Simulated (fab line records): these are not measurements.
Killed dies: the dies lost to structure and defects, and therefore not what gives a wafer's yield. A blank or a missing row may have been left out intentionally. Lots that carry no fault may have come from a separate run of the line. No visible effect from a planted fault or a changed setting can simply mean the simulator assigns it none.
Split-lot experiment | flow n5-finfet | route with 1938 steps; 7 lots, 39 wafers read

ABOUT THE SPLIT
At N5_BEOL_M0_SAQP_PECVD_04 (deposits a-Si from SiH4/He, target thk 60 nm, time 60.2 s), the setting time-s was moved away from the recipe's 60.2 s on 12 of the 39 wafers read, by -44.1% to +43.4%. All remaining wafers had this setting at the recipe value.

FROM THE SPLIT TO THE READING: what the file shows between them, 5 steps
- N5_BEOL_M0_SAQP_THK_MEAS_05
- N5_BEOL_M0_SAQP_HM_DEP_111: deposits SiO2 from SiH4/N2O, target thk 12 nm, time 7.2 s
- N5_BEOL_M0_SAQP_COAT_81: time 60 s, resist thk 100 nm
- N5_BEOL_M0_SAQP_HM_OPEN_112: chemistry CHF3/O2, target SiO2, stops on a-Si, target depth 12 nm, time 13.5 s
- N5_BEOL_M0_SAQP_STRIP_113: strips in CHF3/O2

THE READING
oes-product-au, in a.u., at N5_BEOL_M0_SAQP_MANDREL_ETCH_20 (etches a-Si in HBr/Cl2, stops on SiNx, target depth 60 nm, bt time 10 s, time 30 s). A value of 0.780 a.u. with a standard deviation of 0.013 a.u. is what fault-free wafers of this fab line usually give.

wafer  | tool, chamber at the split | time-s as run, s | against the recipe | oes-product-au, a.u. | against lot-mates on the recipe
L075.1 | pecvd-03, 0                | 48.96            | -18.7%             | 0.687                | -0.095
L075.2 | pecvd-03, 2                | 48.96            | -18.7%             | 0.677                | -0.105
L075.3 | pecvd-03, 2                | 60.2             | recipe             | 0.792                | -
L075.4 | pecvd-03, 0                | 60.2             | recipe             | 0.776                | -
L075.5 | pecvd-03, 2                | 60.2             | recipe             | 0.778                | -
L075.6 | pecvd-03, 0                | 48.96            | -18.7%             | 0.706                | -0.076
L080.2 | pecvd-04, 1                | 60.2             | recipe             | 0.794                | -
L080.5 | pecvd-04, 0,1              | 60.2             | recipe             | 0.765                | -
L080.6 | pecvd-04, 0,1              | 60.2             | recipe             | 0.779                | -
L084.1 | pecvd-02, 2                | 83.88            | +39.3%             | 0.923                | +0.145
L084.2 | pecvd-02, 1                | 83.88            | +39.3%             | 0.943                | +0.165
L084.3 | pecvd-02, 0                | 83.88            | +39.3%             | 0.952                | +0.174
L084.4 | pecvd-02, 0,1              | 60.2             | recipe             | 0.789                | -
L084.5 | pecvd-02, 2                | 60.2             | recipe             | 0.785                | -
L084.6 | pecvd-02, 0,1              | 60.2             | recipe             | 0.761                | -
L089.1 | pecvd-03, 2                | 33.68            | -44.1%             | 0.584                | -0.209
L089.2 | pecvd-03, 1                | 33.68            | -44.1%             | 0.580                | -0.213
L089.3 | pecvd-03, 0                | 60.2             | recipe             | 0.790                | -
L089.4 | pecvd-03, 2                | 60.2             | recipe             | 0.794                | -
L089.5 | pecvd-03, 1                | 60.2             | recipe             | 0.796                | -
L089.6 | pecvd-03, 0                | 33.68            | -44.1%             | 0.593                | -0.200
L090.1 | pecvd-02, 2,2,0            | 60.2             | recipe             | 0.792                | -
L090.2 | pecvd-02, 0                | 60.2             | recipe             | 0.784                | -
L090.3 | pecvd-02, 1                | 60.2             | recipe             | 0.786                | -
L090.4 | pecvd-02, 1                | 60.2             | recipe             | 0.803                | -
L090.5 | pecvd-02, 2,2,0            | 60.2             | recipe             | 0.790                | -
L090.6 | pecvd-02, 2,2,0            | 60.2             | recipe             | 0.801                | -
L092.1 | pecvd-04, 1                | 60.2             | recipe             | 0.782                | -
L092.2 | pecvd-04, 2                | 60.2             | recipe             | 0.770                | -
L092.3 | pecvd-04, 0                | 60.2             | recipe             | 0.789                | -
L092.4 | pecvd-04, 0,1              | 60.2             | recipe             | 0.783                | -
L092.5 | pecvd-04, 2                | 60.2             | recipe             | 0.789                | -
L092.6 | pecvd-04, 0,1              | 60.2             | recipe             | 0.803                | -
L096.1 | pecvd-04, 1                | 60.2             | recipe             | 0.768                | -
L096.2 | pecvd-04, 0                | 60.2             | recipe             | 0.784                | -
L096.3 | pecvd-04, 2                | 86.31            | +43.4%             | 0.968                | +0.188
L096.4 | pecvd-04, 0                | 86.31            | +43.4%             | 0.990                | +0.210
L096.5 | pecvd-04, 1                | 60.2             | recipe             | 0.787                | -
L096.6 | pecvd-04, 2                | 86.31            | +43.4%             | 0.984                | +0.204
Rows listing several chambers each stand for several wafers; the file does not say which wafer went through which chamber.

THE FIT
A straight line over all 39 wafers: oes-product-au changes by +0.0044 a.u. for each +1% of time-s; r = +0.99; the points scatter about the line by 0.013 a.u.
The same after taking each lot's own level away (the mean of its wafers on the recipe; 39 wafers): +0.00454 a.u. for each +1%; r = +0.99; scatter 0.011 a.u.
According to that fit, moving time-s by its largest amount changes the reading by 0.2 a.u.
Across the lots, their own levels run from 0.7783 to 0.7933 a.u., a range of 1.2 times the standard deviation given above.
The two slopes are in agreement: the lot-to-lot level therefore moves the slope only a little.
Check: with one of the wafers moved furthest among these (-44.1%) left out of the fit, the line predicts -0.201 a.u. for it against its lot-mates. Against them it came out at -0.209 a.u.

THE WHOLE CHAIN: every reading that the file lists as answering this split, in the file's order
step                            | what it does                                                                       | reading                                                                               | change (the file's fit)                   | r (the file's)
N5_BEOL_M0_SAQP_PECVD_04        | deposits a-Si from SiH4/He, target thk 60 nm, time 60.2 s                          | a-Si_of_BEOL_M0_SAQP_PECVD_04.thk-nm (the simulator's own value, which no gauge read) | +0.603 nm for each +1% of the setting     | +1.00
N5_BEOL_M0_SAQP_THK_MEAS_05     |                                                                                    | thk-nm                                                                                | withheld for each +1% of the setting      | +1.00
N5_BEOL_M0_SAQP_MANDREL_ETCH_20 | etches a-Si in HBr/Cl2, stops on SiNx, target depth 60 nm, bt time 10 s, time 30 s | oes-product-au                                                                        | +0.00453 a.u. for each +1% of the setting | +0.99
N5_BEOL_M0_SAQP_MANDREL_ETCH_20 | etches a-Si in HBr/Cl2, stops on SiNx, target depth 60 nm, bt time 10 s, time 30 s | etch.depth-nm (the simulator's own value, which no gauge read)                        | +0.603 nm for each +1% of the setting     | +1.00

THE FILE'S OWN FIT
oes-product-au changes by +0.00453 a.u. for each +1% of time-s, r = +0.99.
